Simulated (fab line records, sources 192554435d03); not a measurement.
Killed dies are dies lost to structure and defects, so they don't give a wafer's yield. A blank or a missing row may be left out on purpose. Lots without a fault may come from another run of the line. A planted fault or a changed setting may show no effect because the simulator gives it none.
Which tool did it? | flow n5_finfet | 13 lots, 37 wafers sampled, at 4 steps of a route of 1938

WHAT THE GAUGES READ, wafer by wafer
N5_DUMMY_GATE_INSPECT_27: inspects for defects (brightfield). Usual: raw_defect_count 276, standard deviation 68.
lot  | measured    | on                | raw_defect_count | flag
L988 | day 3 06:59 | defect_inspect-02 | 237 331          |
L989 | day 3 08:49 | defect_inspect-02 | 307 244 211      |
L990 | day 3 17:03 | defect_inspect-01 | 177 161 211      |
L991 | day 3 19:20 | defect_inspect-02 | 348 269 287      |
L992 | day 4 01:53 | defect_inspect-02 | 357 268 242      |
L994 | day 4 12:22 | defect_inspect-02 | 291 317 394      |
L996 | day 4 23:25 | defect_inspect-02 | 221 310 281      |
L997 | day 5 04:54 | defect_inspect-02 | 217 226 235      |
L100 | day 6 01:47 | defect_inspect-01 | 393 343 314      |
L101 | day 6 05:23 | defect_inspect-01 | 272 221 211      |
L103 | day 6 22:24 | defect_inspect-01 | 239 412          |
L107 | day 7 20:29 | defect_inspect-02 | 292 305 345      |
L110 | day 8 10:36 | defect_inspect-02 | 250 246 222      |

N5_SD_EPI_N_OVL_MEAS_10. Usual: SD_N_BLK_OVL -0.2 nm, standard deviation 0.78.
lot  | measured    | on         | SD_N_BLK_OVL (nm) | flag
L988 | day 3 08:14 | overlay-01 | -1.0 -0.1         |
L989 | day 3 10:56 | overlay-01 | 0.8 -0.3 0.3      |
L990 | day 3 18:43 | overlay-01 | -1.8 0.0 -1.6     |
L991 | day 3 20:22 | overlay-02 | 1.1 0.8 -0.6      |
L992 | day 4 02:47 | overlay-01 | 1.8 -1.2 0.0      |
L994 | day 4 13:23 | overlay-01 | -0.5 -0.4 -0.3    |
L996 | day 5 00:38 | overlay-01 | 0.6 -0.6 -0.5     |
L997 | day 5 06:15 | overlay-01 | 0.2 0.7 1.2       |
L100 | day 6 02:43 | overlay-02 | -0.5 -0.2 -0.3    |
L101 | day 6 06:25 | overlay-01 | -1.3 -0.6 1.1     |
L103 | day 6 23:28 | overlay-01 | 0.2 0.7           |
L107 | day 7 21:31 | overlay-01 | -0.4 -2.4 -0.8    |
L110 | day 8 12:26 | overlay-01 | -1.1 -1.1 -1.2    |

WHICH TOOL RAN EACH LOT (tool, then ch and the chambers of the sampled wafers, then the start)
lot  | N5_DUMMY_GATE_TRIM_49           | N5_SPACER0_ALD_00
L988 | rie_si-01 ch 3, day 3 06:04     | ald_sin-02 ch 0,1, day 3 07:23
L989 | rie_si-01 ch 0,1, day 3 07:53   | ald_sin-03 ch 1,2, day 3 09:01
L990 | rie_si-03 ch 0,1,2, day 3 15:47 | ald_sin-03 ch 0,1,2, day 3 18:00
L991 | rie_si-01 ch 1,2,3, day 3 18:19 | ald_sin-02 ch 0,1,2, day 3 19:32
L992 | rie_si-01 ch 0,3, day 4 00:51   | ald_sin-04 ch 0,1,3, day 4 02:04
L994 | rie_si-06 ch 0,1,3, day 4 11:26 | ald_sin-03 ch 0,1,3, day 4 12:32
L996 | rie_si-06 ch 0,1,2, day 4 22:20 | ald_sin-04 ch 2,3, day 4 23:55
L997 | rie_si-03 ch 1,2, day 5 03:55   | ald_sin-02 ch 1,2,3, day 5 05:32
L100 | rie_si-01 ch 0,2,3, day 6 00:31 | ald_sin-04 ch 1,2,3, day 6 01:59
L101 | rie_si-03 ch 2,3, day 6 04:27   | ald_sin-02 ch 2,3, day 6 05:34
L103 | rie_si-06 ch 0,1, day 6 21:23   | ald_sin-02 ch 1,2, day 6 22:37
L107 | rie_si-01 ch 1,2,3, day 7 19:33 | ald_sin-03 ch 1,2, day 7 20:40
L110 | rie_si-03 ch 1,2, day 8 09:40   | ald_sin-04 ch 0,2, day 8 11:43
- N5_DUMMY_GATE_TRIM_49: chemistry O2, time 29 s, target cd 14 nm.
- N5_SPACER0_ALD_00: deposits SiOCN, target thk 3.5 nm, pulse time 3 s, purge time 2 s.

WHAT THE TOOLS THEMSELVES READ (means of the sampled wafers that have a number; where no wafer has one, the mark that the record gives instead)
N5_DUMMY_GATE_TRIM_49. Usual: drypump_motor_current_A 5.7 A, standard deviation 0.55; oes_product_au 1.006 a.u., standard deviation 0.013; throttle_valve_pct 8.17 %, standard deviation 0.12.
lot  | tool      | drypump_motor_current_A (A) | oes_product_au (a.u.) | throttle_valve_pct (%) | flag
L988 | rie_si-01 | 5.9                         | 0.999                 | 7.94                   |
L989 | rie_si-01 | 5.5                         | 1.003                 | 8.25                   |
L990 | rie_si-03 | 5.7                         | 1.016                 | 8.31                   |
L991 | rie_si-01 | 5.8                         | 1.002                 | 8.09                   |
L992 | rie_si-01 | 6.2                         | 0.995                 | 8.14                   |
L994 | rie_si-06 | 5.5                         | 0.995                 | 8.13                   |
L996 | rie_si-06 | 5.1                         | 1.013                 | 8.07                   |
L997 | rie_si-03 | 5.3                         | 1.009                 | 8.32                   |
L100 | rie_si-01 | 6.1                         | 1.004                 | 8.10                   |
L101 | rie_si-03 | 5.8                         | 1.024                 | 8.19                   |
L103 | rie_si-06 | 5.1                         | 1.011                 | 8.09                   |
L107 | rie_si-01 | 5.8                         | 1.007                 | 8.10                   |
L110 | rie_si-03 | 5.3                         | 1.024                 | 8.30                   |

N5_SPACER0_ALD_00. Usual: heater_power_w 872 W, standard deviation 93; precursor_pulse_height_rel 1.000, standard deviation 0.019.
lot  | tool       | heater_power_w (W) | precursor_pulse_height_rel | flag
L988 | ald_sin-02 | 960                | 1.010                      |
L989 | ald_sin-03 | 819                | 1.000                      |
L990 | ald_sin-03 | 884                | 1.001                      |
L991 | ald_sin-02 | 974                | 1.012                      |
L992 | ald_sin-04 | 835                | 0.999                      |
L994 | ald_sin-03 | 854                | 0.998                      |
L996 | ald_sin-04 | 884                | 0.981                      |
L997 | ald_sin-02 | 873                | 1.003                      |
L100 | ald_sin-04 | 876                | 1.010                      |
L101 | ald_sin-02 | 819                | 1.013                      |
L103 | ald_sin-02 | 956                | 1.033                      |
L107 | ald_sin-03 | 806                | 0.995                      |
L110 | ald_sin-04 | 792                | 1.003                      |

THE ANSWER, worked out from the rows above alone
Rule: a lot is off if the mean of its wafers that have a number lies more than 3 standard deviations from the usual mean. A lot without any number at a reading at which 4 lots or more have one is off too. The other lots that the step has rows for count as sound. The gauges are gone through in route order, then the tools' own readings, and for those a lot's mean is taken as printed above. The first step at which some lot is off is used, and at that step the reading that is off furthest; a lot without a number counts as furthest.
No lot is off at any reading shown: from this, nothing can be told.

WHAT THE SIMULATOR HAD PUT IN
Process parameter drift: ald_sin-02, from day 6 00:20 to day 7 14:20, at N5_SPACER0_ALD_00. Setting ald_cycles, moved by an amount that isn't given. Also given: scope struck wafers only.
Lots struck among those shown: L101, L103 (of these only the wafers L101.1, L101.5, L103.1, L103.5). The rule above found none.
